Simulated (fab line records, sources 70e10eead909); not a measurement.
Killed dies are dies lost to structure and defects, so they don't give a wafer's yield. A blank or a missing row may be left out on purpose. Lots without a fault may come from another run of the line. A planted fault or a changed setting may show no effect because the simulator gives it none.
Chamber matching | flow nand_harc | NHARC_A_STAIRCASE_ETCH_444 on rie_diel-04: 4 sister chambers
The step etches the open film in C4F8/O2, target depth 10200 nm, time 3400 s. 16 wafers are shown with their chamber, then 8 later ones without.

WAFERS WITH THEIR CHAMBER
wafer  | chamber | rf_vpp_V (V) | oes_product_au (a.u.)
L074.1 | 2       | 808          | 0.979
L074.2 | 3       | 807          | 0.971
L074.5 | 1       | 810          | 0.973
L077.1 | 3       | 807          | 0.978
L077.3 | 2       | 806          | 0.985
L077.6 | 0       | 810          | 0.949
L080.1 | 0       | 807          | 0.916
L080.5 | 0       | 808          | 0.921
L080.6 | 1       | 810          | 0.920
L088.3 | 0       | 807          | 0.915
L088.5 | 0       | 808          | 0.912
L088.6 | 1       | 811          | 0.922
L086.1 | 3       | 805          | 0.935
L086.5 | 3       | 805          | 0.940
L086.6 | 2       | 808          | 0.942
L093.4 | 2       | 807          | 0.919

SIGNATURES (means of the wafers above)
reading        | chamber 0 | chamber 1 | chamber 2 | chamber 3 | scatter within a chamber
rf_vpp_V       | 808.00    | 810.33    | 807.25    | 806.00    | 1.06
oes_product_au | 0.92260   | 0.93833   | 0.95625   | 0.95600   | 0.0243
Rule: a wafer's distance from a chamber is the root of the sum, over the readings, of the square of ((its reading less the chamber's mean) divided by the reading's scatter). The wafer belongs to the nearest chamber; if the next one is less than 2 further off, it can't be placed. The scatter: the root of (the sum of the squares of (reading less its chamber's mean) over the shown wafers, divided by (wafers less chambers)).

WAFERS WITHOUT THEIR CHAMBER
wafer  | rf_vpp_V (V) | oes_product_au (a.u.)
L093.5 | 807          | 0.924
L093.6 | 806          | 0.926
L094.3 | 809          | 0.926
L094.4 | 805          | 0.932
L094.5 | 810          | 0.927
L097.1 | 810          | 0.925
L097.5 | 810          | 0.928
L097.6 | 806          | 0.922

WHICH CHAMBER EACH WENT THROUGH
wafer  | from the rows above          | in truth
L093.5 | can't be placed: 0 or 2 or 3 | 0
L093.6 | can't be placed: 3 or 2 or 0 | 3
L094.3 | can't be placed: 0 or 1 or 2 | 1
L094.4 | can't be placed: 3 or 2 or 0 | 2
L094.5 | can't be placed: 1 or 0      | 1
L097.1 | can't be placed: 1 or 0      | 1
L097.5 | can't be placed: 1 or 0      | 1
L097.6 | can't be placed: 3 or 2 or 0 | 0
Placed correctly: 0 of 8. Can't be placed from these rows: 8 (the true chamber is among the candidates in 8). Placed wrongly: 0.
